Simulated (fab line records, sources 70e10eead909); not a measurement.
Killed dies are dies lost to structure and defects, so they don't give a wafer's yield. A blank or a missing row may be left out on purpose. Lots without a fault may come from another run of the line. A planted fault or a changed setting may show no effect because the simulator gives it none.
Which tool did it? | flow nand_harc | 12 lots, 36 wafers sampled, at 1 step of a route of 1302

WHAT THE GAUGES READ, wafer by wafer
NHARC_P_M0_INSPECT_27.
lot  | measured     | on                | raw_defect_count
L075 | day 6 19:05  | defect_inspect-01 | 108 284 305
L077 | day 7 10:25  | defect_inspect-02 | 209 291 486
L079 | day 8 09:50  | defect_inspect-02 | 291 402 300
L081 | day 9 07:53  | defect_inspect-02 | 731 232 398
L083 | day 10 04:06 | defect_inspect-01 | 286 448 359
L086 | day 11 02:38 | defect_inspect-01 | 215 162 232
L087 | day 11 14:20 | defect_inspect-02 | 160 421 247
L089 | day 12 17:13 | defect_inspect-02 | 276 310 369
L091 | day 13 09:41 | defect_inspect-01 | 490 217 229
L093 | day 13 19:16 | defect_inspect-01 | 130 164 127
L095 | day 14 19:43 | defect_inspect-02 | 385 319 542
L097 | day 15 19:29 | defect_inspect-02 | 391 345 338

WHICH TOOL RAN EACH LOT (tool, then ch and the chambers of the sampled wafers, then the start)
The record holds no process step before these readings.

THE ANSWER, worked out from the rows above alone
Rule: what is usual is taken from the lots themselves. Put in order of their means at a reading, lots are off if they are a third of the lots or fewer, leave a main group of 4 or more, and stand apart from it by a gap of 3 or more times the standard deviation of the main group's means; of several such gaps the widest counts. A main group whose means are all the same, to the digits that the tables above print for the reading, isn't used. A lot without any number at a reading at which 4 lots or more have one is off too. The other lots that the step has rows for count as sound.
No lot is off at any reading shown: from this, nothing can be told.

WHAT THE SIMULATOR HAD PUT IN
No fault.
